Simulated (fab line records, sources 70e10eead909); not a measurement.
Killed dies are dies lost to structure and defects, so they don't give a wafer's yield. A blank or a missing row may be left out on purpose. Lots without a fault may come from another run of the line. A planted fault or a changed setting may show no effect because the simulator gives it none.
Which tool did it? | flow nand_harc | 12 lots, 36 wafers sampled, at 5 steps of a route of 1302

WHAT THE GAUGES READ, wafer by wafer
NHARC_THIN_TSV_CD_MEAS_16. Usual: cd_nm 1000.1 nm, standard deviation 1.7.
lot  | measured     | on        | cd_nm (nm)           | flag
L896 | day 23 14:59 | cd_sem-01 | 998.0 998.8 998.7    |
L897 | day 23 20:19 | cd_sem-01 | 1000.2 1001.5 1001.2 |
L898 | day 24 07:04 | cd_sem-02 | 1001.4 999.1 999.3   |
L899 | day 25 12:26 | cd_sem-03 | 1001.7 1000.3 1000.7 |
L901 | day 25 11:17 | cd_sem-01 | 1000.8 1002.4 998.5  |
L900 | day 25 17:47 | cd_sem-02 | 1000.5 1000.5 999.9  |
L902 | day 26 06:42 | cd_sem-02 | 1002.9 999.6 1001.9  |
L904 | day 27 08:38 | cd_sem-02 | 1002.1 999.3 1003.1  |
L911 | day 29 12:40 | cd_sem-03 | 1003.0 1000.5 1000.4 |
L917 | day 32 12:47 | cd_sem-01 | 999.2 998.0 1000.1   |
L919 | day 32 17:07 | cd_sem-01 | 998.8 1000.4 1002.9  |
L918 | day 33 03:28 | cd_sem-02 | 1001.0 998.8 1002.2  |

NHARC_END_SORT_01. Usual: defect_limited_yield 91.5 %, standard deviation 2.9; killed_at_array 53, standard deviation 20; killed_at_other 1, standard deviation 1.2; killed_at_periphery 3.7, standard deviation 2.6; killed_dies 58, standard deviation 20; killed_open 3.5, standard deviation 1.8; killed_short 2.4, standard deviation 1.7; sort_bin_2_pct 3.1 %, standard deviation 1.3; sort_bin_3_pct 0.6 %, standard deviation 0.4; sort_bin_4_pct 4.9 %, standard deviation 1.7; sort_n_pass 619, standard deviation 20; sort_rim_yield_pct 92 %, standard deviation 4; sort_yield_pct 91.5 %, standard deviation 2.9.
lot  | measured     | on        | defect_limited_yield (%) | killed_at_array | killed_at_other | killed_at_periphery | killed_dies | killed_open | killed_short | sort_bin_2_pct (%) | sort_bin_3_pct (%) | sort_bin_4_pct (%) | sort_n_pass | sort_rim_yield_pct (%) | sort_yield_pct (%) | flag
L911 | day 30 01:25 | prober-02 | 87.9 89.8 0              | 75 63 85        | 3 3 587         | 4 3 5               | 82 69 677   | 6 7 4       | 3 6 3        | 4.4 3.5 90.1       | 0.6 0.7 0.9        | 7.1 5.9 9.0        | 595 608 0   | 89 89 0                | 87.9 89.8 0        | OFF

WHICH TOOL RAN EACH LOT (tool, then ch and the chambers of the sampled wafers, then the start)
lot  | NHARC_A_M1_PVD_21                       | NHARC_A_BONDPAD_CMP_29        | NHARC_THIN_TSV_ETCHBACK_48
L896 | pvd_sputter-01, day 23 00:05 or earlier | cmp-04 ch 1,2, day 23 00:05   | rie_diel-09 ch 0,1,3, day 23 16:17
L897 | pvd_sputter-01, day 23 03:32 or earlier | cmp-04 ch 0,2, day 23 03:32   | rie_diel-09 ch 0,1, day 23 21:43
L898 | pvd_sputter-01, day 23 13:57 or earlier | cmp-04 ch 0,1,3, day 23 13:57 | rie_diel-12 ch 2,3, day 24 08:20
L899 | pvd_sputter-01, day 24 18:20 or earlier | cmp-01 ch 0,2, day 24 18:20   | rie_diel-08 ch 1,2,3, day 25 13:42
L901 | pvd_sputter-03, day 24 20:34 or earlier | cmp-02 ch 1,2, day 24 20:34   | rie_diel-09 ch 2,3, day 25 12:41
L900 | pvd_sputter-01, day 25 01:07 or earlier | cmp-04 ch 0,2,3, day 25 01:07 | rie_diel-08 ch 0,2, day 25 19:03
L902 | pvd_sputter-01, day 25 13:57 or earlier | cmp-01 ch 0,2,3, day 25 13:57 | rie_diel-08 ch 0,1,2, day 26 08:07
L904 | pvd_sputter-03, day 26 10:19            | cmp-04 ch 0,2,3, day 26 12:49 | rie_diel-08 ch 1,2,3, day 27 10:05
L911 | pvd_sputter-03, day 28 17:38 or earlier | cmp-04 ch 1,2,3, day 28 17:38 | rie_diel-12 ch 0,1,3, day 29 13:59
L917 | pvd_sputter-03, day 31 16:51 or earlier | cmp-01 ch 1,2, day 31 16:51   | rie_diel-12 ch 1,2,3, day 32 14:10
L919 | pvd_sputter-02, day 31 23:37 or earlier | cmp-02 ch 0,1,3, day 31 23:37 | rie_diel-09 ch 1,2, day 32 18:24
L918 | pvd_sputter-03, day 32 10:22 or earlier | cmp-02 ch 0,1,2, day 32 10:22 | rie_diel-08 ch 1,3, day 33 04:47
- NHARC_A_M1_PVD_21: deposits Cu, target thk 30 nm, time 20.49 s.
- NHARC_A_BONDPAD_CMP_29: polishes SiCN, target thk 200 nm.
- NHARC_THIN_TSV_ETCHBACK_48: etches the open film in C4F8/Ar, target depth 1028.5 nm, time 405.17 s.

WHAT THE TOOLS THEMSELVES READ (means of the sampled wafers that have a number; where no wafer has one, the mark that the record gives instead)
NHARC_A_M1_PVD_21. Usual: throttle_valve_pct 29.3 %, standard deviation 1.1.
lot  | tool           | throttle_valve_pct (%) | flag
L896 | pvd_sputter-01 | 29.4                   |
L897 | pvd_sputter-01 | 29.1                   |
L898 | pvd_sputter-01 | 30.5                   |
L899 | pvd_sputter-01 | 29.7                   |
L901 | pvd_sputter-03 | 29.4                   |
L900 | pvd_sputter-01 | 28.7                   |
L902 | pvd_sputter-01 | 29.3                   |
L904 | pvd_sputter-03 | 30.3                   |
L911 | pvd_sputter-03 | 29.5                   |
L917 | pvd_sputter-03 | 29.6                   |
L919 | pvd_sputter-02 | 28.8                   |
L918 | pvd_sputter-03 | 28.8                   |

NHARC_A_BONDPAD_CMP_29. Usual: motor_current_A 11.7 A, standard deviation 1.2.
lot  | tool   | motor_current_A (A) | flag
L896 | cmp-04 | 10.6                |
L897 | cmp-04 | 10.8                |
L898 | cmp-04 | 12.5                |
L899 | cmp-01 | 12.0                |
L901 | cmp-02 | 11.9                |
L900 | cmp-04 | 11.5                |
L902 | cmp-01 | 11.9                |
L904 | cmp-04 | 11.4                |
L911 | cmp-04 | 11.6                |
L917 | cmp-01 | 11.2                |
L919 | cmp-02 | 12.6                |
L918 | cmp-02 | 12.3                |

NHARC_THIN_TSV_ETCHBACK_48. Usual: oes_product_au 0.95 a.u., standard deviation 0.033; rf_vpp_V 546 V, standard deviation 3.4; run_length_s 426.5 s, standard deviation 0.44.
lot  | tool        | oes_product_au (a.u.) | rf_vpp_V (V) | run_length_s (s) | flag
L896 | rie_diel-09 | 0.99                  | 546          | 426.5            |
L897 | rie_diel-09 | 0.96                  | 548          | 426.6            |
L898 | rie_diel-12 | 0.92                  | 544          | 426.6            |
L899 | rie_diel-08 | 0.91                  | 550          | 426.1            |
L901 | rie_diel-09 | 0.98                  | 542          | 426.4            |
L900 | rie_diel-08 | 0.99                  | 549          | 426.4            |
L902 | rie_diel-08 | 0.92                  | 550          | 426.3            |
L904 | rie_diel-08 | 0.92                  | 550          | 426.3            |
L911 | rie_diel-12 | 0.93                  | 543          | 390.1            | OFF
L917 | rie_diel-12 | 0.93                  | 543          | 426.6            |
L919 | rie_diel-09 | 0.93                  | 545          | 426.4            |
L918 | rie_diel-08 | 0.92                  | 548          | 426.0            |

THE ANSWER, worked out from the rows above alone
Rule: a lot is off if the mean of its wafers that have a number lies more than 3 standard deviations from the usual mean. A lot without any number at a reading at which 4 lots or more have one is off too. The other lots that the step has rows for count as sound. The gauges are gone through in route order, then the tools' own readings, and for those a lot's mean is taken as printed above. The first step at which some lot is off is used, and at that step the reading that is off furthest; a lot without a number counts as furthest.
Off: L911, at NHARC_END_SORT_01 (killed_at_other). Neither off nor sound, because the step has no rows for them: L896, L897, L898, L899, L901, L900, L902, L904, L917, L919, L918.
A tool fits if, at a process step before that reading, it ran every lot that is off, and no sound lot after the first of them. The gauges at NHARC_END_SORT_01 aren't tried: what is off there is off at NHARC_THIN_TSV_ETCHBACK_48 too, on other tools, and a gauge's error can't cause that. NHARC_A_M1_PVD_21 gives no start for some lots, so the hours and the order of its lots are those of NHARC_A_BONDPAD_CMP_29. Can't be told from this: 3 tools fit, pvd_sputter-03 at NHARC_A_M1_PVD_21, cmp-04 at NHARC_A_BONDPAD_CMP_29, rie_diel-12 at NHARC_THIN_TSV_ETCHBACK_48.

WHAT THE SIMULATOR HAD PUT IN
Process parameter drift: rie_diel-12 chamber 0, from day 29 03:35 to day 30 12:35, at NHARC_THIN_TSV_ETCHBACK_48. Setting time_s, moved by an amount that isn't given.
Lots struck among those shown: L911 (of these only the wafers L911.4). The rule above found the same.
